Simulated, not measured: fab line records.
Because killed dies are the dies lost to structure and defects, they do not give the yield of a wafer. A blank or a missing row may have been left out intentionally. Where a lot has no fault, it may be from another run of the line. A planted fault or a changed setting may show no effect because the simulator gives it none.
A lot that was struck, set against a sound lot -- flow nand_harc -- 20 steps out of a route of 1302
Sound: wafers L809.2, L809.3, L809.4. Struck: wafers L805.4, L805.5, L805.6. The cause is named last.
At each step with rows: each side's tool, then ch and its chambers, then its first start. Under that, the readings that differ: sound wafers -- struck wafers -- difference of the means -- sigmas: that difference in standard deviations of wafers without a fault.
alike: readings whose means differ by less than 2 such deviations, and words and numbers that are the same on both sides. not compared: withheld readings, readings that some wafer has no value for, bounds like >300 that may hide the same value, and numbers for which the record gives no deviation and whose values overlap.
Wherever a step has rows on one side only, a row that says differs or no value, or a row with sigmas, the two part there. When numbers do not overlap yet have no deviation, they are printed without sigmas and do not part them. A reading missing from all wafers of one side parts the sides only when that side holds two or more wafers.

NHARC_A_BLC_CMP_25: polishes, t overpolish 30 s, target thk 150 nm.
  sound on cmp-04 ch 0,1,3, day 29 13:47; struck on cmp-01 ch 1,2, day 28 07:43
  alike: motor_current_A, overpolish_run_s, time_to_endpoint_s
after that, 1 step had no rows for these wafers: NHARC_A_BLC_SRD_27.
NHARC_A_BLC_INSPECT_28:
  sound: defect_inspect-02 at day 29 14:11; struck: defect_inspect-01 at day 28 08:05
reading,sound,struck,difference,sigmas
raw_defect_count,498 555 539,1048 730 789,+325,+2
then, 8 steps without rows for these wafers: NHARC_A_M0_DEP_00 (deposits SiOC, target thk 150 nm); NHARC_A_M0_DEHYDRATE_01 (time 120 s); NHARC_A_M0_HMDS_02 (time 30 s); NHARC_A_M0_COAT_33 (time 65 s); NHARC_A_M0_COAT_03 (resist thk 90 nm); NHARC_A_M0_SOFTBAKE_04 (time 55 s); NHARC_A_M0_EBR_05; NHARC_A_M0_EXPOSE_06 (exposes mask A M0, target cd 80 nm).
NHARC_A_M0_PEB_07: peb time 65 s.
  sound on litho_track-01 ch 0, day 29 15:09; struck on litho_track-06 ch 0, day 28 08:55
reading,sound,struck,difference,sigmas
heater_power_total_W (W),157.1 156.4 157.0,173.3 173.4 173.4,+16.5,+38
plate_temp_C (C),99.92 99.94 100.15,107.78 108.00 108.07,+7.95,+57
then, 1 step without rows for these wafers: NHARC_A_M0_DEVELOP_08 (develop time 35 s).
NHARC_A_M0_CD_MEAS_09 targets a cd of 80 nm.
  sound on cd_sem-03 ch 0, day 29 15:14; struck on cd_sem-01 ch 0, day 28 09:00
reading,sound,struck,difference,sigmas
cd_nm (nm),78.9 79.2 79.4,107.1 105.4 105.9,+27.0,+39
NHARC_A_M0_OVL_MEAS_10: pitch 160 nm.
  sound: overlay-02 at day 29 15:19; struck: overlay-02 at day 28 09:05
  alike: overlay_x_nm, overlay_y_nm
NHARC_A_M0_INSPECT_11:
  sound: defect_inspect-02 at day 29 15:21; struck: defect_inspect-01 at day 28 09:07
  alike: raw_defect_count
NHARC_A_M0_DESCUM_14: chemistry O2, time 3 s.
  sound on rie_diel-01 ch 0,1,2, day 29 15:25; struck on rie_diel-10 ch 1,2, day 28 09:11
reading,sound,struck,difference,sigmas
model.A_M0.cd_nm (nm),78.75 79.63 79.18,107.1 105 106.6,+27.0,
  alike: drypump_motor_current_A, oes_product_au, rf_vpp_V, showerhead_plenum_p_Torr, throttle_valve_pct
  not compared: rf_hours_counter_h
NHARC_A_M0_ETCH_34: etches the open film in N2/H2, target depth 40 nm, overetch 12 nm, time 43.94 s.
  sound on rie_diel-01 ch 0,1,3, day 29 15:30; struck on rie_diel-10 ch 0,2,3, day 28 09:19
  alike: drypump_motor_current_A, oes_product_au, rf_vpp_V, showerhead_plenum_p_Torr, throttle_valve_pct
  not compared: rf_hours_counter_h
NHARC_A_M0_ETCH_15: etches the open film in C4F8/Ar, target depth 150 nm, overetch 15 nm, time 82.5 s.
  sound on rie_diel-01 ch 0,2,3; struck on rie_diel-10 ch 1,2,3
reading,sound,struck,difference,sigmas
model.A_M0.cd_nm (nm),78.57 79.75 79.15,107.2 104.8 106.9,+27.1,
  alike: oes_product_au, rf_vpp_V
  not compared: rf_hours_counter_h
NHARC_A_M0_CD_MEAS_16:
  sound: cd_sem-01 at day 29 15:43; struck: cd_sem-02 at day 28 09:31
reading,sound,struck,difference,sigmas
cd_nm (nm),78.8 79.6 79.1,107.4 104.7 106.8,+27.1,+32

WHERE THEY PART
First at NHARC_A_BLC_INSPECT_28; last, within this record, at NHARC_A_M0_CD_MEAS_16.

WHY: what had been put in by the simulator
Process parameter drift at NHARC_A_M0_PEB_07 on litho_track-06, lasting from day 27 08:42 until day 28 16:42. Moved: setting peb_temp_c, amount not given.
